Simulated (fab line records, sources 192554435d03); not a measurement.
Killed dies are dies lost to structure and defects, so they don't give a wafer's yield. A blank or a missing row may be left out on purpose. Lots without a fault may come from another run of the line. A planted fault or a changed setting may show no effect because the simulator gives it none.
A struck lot beside a sound one | flow n5_finfet | 16 steps out of a route of 1938
Sound: wafers L440.1, L440.3, L440.6. Struck: wafers L423.1, L423.5, L423.6. The cause comes at the end.
At each step with rows: each side's tool, then ch and its chambers, then its first start. Under that, the readings that differ: sound wafers | struck wafers | difference of the means | sigmas: that difference in standard deviations of wafers without a fault.
alike: readings whose means differ by less than 2 such deviations, and words and numbers that are the same on both sides. not compared: withheld readings, readings that some wafer has no value for, bounds like >300 that may hide the same value, and numbers for which the record gives no deviation and whose values overlap.
The two part at a step that has a row with sigmas, a row that says differs or no value, or rows on one side only. Numbers that don't overlap but have no deviation are shown without sigmas and don't part them. A reading that every wafer of one side lacks parts them only if that side has two wafers or more.

first, 12 steps without rows for these wafers: N5_HKMG_FIN_ETCH_31 (etches SiARC in CF4, target depth 45.5 nm, time 75.8 s); N5_HKMG_FIN_ETCH_32 (etches SOC in N2/H2, target depth 240 nm, time 300 s); N5_HKMG_FIN_STRIP_33 (strips in N2/H2); N5_HKMG_FIN_STRIP_34 (strips in CF4); N5_HKMG_FIN_ETCH_35 (etches SOC in N2/H2, target depth 215.8 nm, time 243.4 s); N5_HKMG_FIN_STRIP_92 (strips SOC in N2/H2, time 20 s); N5_HKMG_FIN_WET_ETCH_18 (etches TiN in SC1, time 55 s, target depth 5.2 nm, rinse time 30 s); N5_HKMG_FIN_STRIP_19 (strips in N2/H2, time 360 s); N5_HKMG_FIN_ALD_91 (deposits TiN, target thk 1 nm, pulse time 1 s, purge time 3 s); N5_HKMG_FIN_COAT_85 (time 60 s, resist thk 300 nm); N5_HKMG_FIN_ETCH_86 (etches SOC in N2/H2, stops on TiN, target depth 393.2 nm); N5_HKMG_FIN_STRIP_89 (strips SOC in N2/H2, time 20 s).
N5_HKMG_FIN_WET_ETCH_87: etches TiN in SC1, time 154.2 s, target depth 4.7 nm, rinse time 30 s.
  sound on wet_bench-04 ch 4,5,6, day 9 23:45; struck on wet_bench-06 ch 0,4,7, day 5 14:21
  no value came back on the struck wafers for bath_guard_temp_C (C), bath_heat_duty_pct (%), diw_flow_mL_min; on the sound wafers bath_guard_temp_C (C) reads 49.8 49.1 50.5
then, 1 step without rows for these wafers: N5_HKMG_FIN_STRIP_88 (strips in N2/H2, time 360 s).
N5_BEOL_M4_RC_MEAS_101:
  the record has rows for the sound wafers here (prober-01 ch 0, day 14 08:56) and none for the struck ones
-- the record jumps here: 8 days lie between the struck wafers' starts before and after (it left off in module BEOL_M4 and takes up again in module PASSIVATION, whose first step shown is number 1936 of the route) --
N5_PASSIVATION_PROBE_49:
  the record has rows for the struck wafers here (prober-01, day 13 23:28) and none for the sound ones

WHERE THEY PART
First at N5_HKMG_FIN_WET_ETCH_87; last, within this record, at N5_PASSIVATION_PROBE_49.

WHY: what the simulator had put in
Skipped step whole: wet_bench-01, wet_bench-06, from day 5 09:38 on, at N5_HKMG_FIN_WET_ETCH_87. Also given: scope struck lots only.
